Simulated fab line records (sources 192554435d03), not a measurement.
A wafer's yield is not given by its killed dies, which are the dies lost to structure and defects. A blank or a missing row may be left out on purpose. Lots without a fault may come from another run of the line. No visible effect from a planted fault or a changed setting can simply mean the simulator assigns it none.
Chamber matching | flow n5 finfet | N5_BEOL_M8_PECVD_70 on pecvd-02: 3 sister chambers
The step deposits SiO2 from TEOS/O2, target thk 20 nm, time 22.7 s. 3 wafers are shown with their chamber, then 9 later ones without.

## EACH WAFER AND ITS CHAMBER
wafer  | chamber | showerhead plenum p Torr (Torr)
L087.5 | 1       | 8.84
L085.5 | 2       | 8.83
L085.6 | 0       | 8.75

## WAFERS MISSING THEIR CHAMBER
wafer  | showerhead plenum p Torr (Torr)
L091.1 | 8.74
L091.4 | 8.85
L091.5 | 8.73
L093.1 | 8.74
L093.4 | 8.76
L093.6 | 8.83
L096.1 | 8.83
L096.3 | 8.84
L096.5 | 8.75

## EACH ONE'S CHAMBER
wafer  | from the rows above     | in truth
L091.1 | 0                       | 0
L091.4 | can't be placed: 1 or 2 | 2
L091.5 | 0                       | 0
L093.1 | 0                       | 0
L093.4 | 0                       | 0
L093.6 | can't be placed: 2 or 1 | 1
L096.1 | can't be placed: 2 or 1 | 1
L096.3 | can't be placed: 1 or 2 | 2
L096.5 | 0                       | 0
Placed correctly: 5 of 9. Cannot be placed on the basis of these rows: 4; the candidates contain the true chamber in 4. 0 placed wrongly.
How it was worked out, from the rows above alone: a wafer's distance from a chamber is the root of the sum, over the readings, of the square of ((its reading less the chamber's mean) divided by the reading's scatter). If the next closest chamber is less than 2 further off than the closest, the wafer can't be placed; otherwise it belongs to the closest. For every chamber, the mean is computed from those of its wafers that are shown. The scatter: root of mean squared gap, hidden wafer to nearest shown wafer, with one shown wafer a chamber.
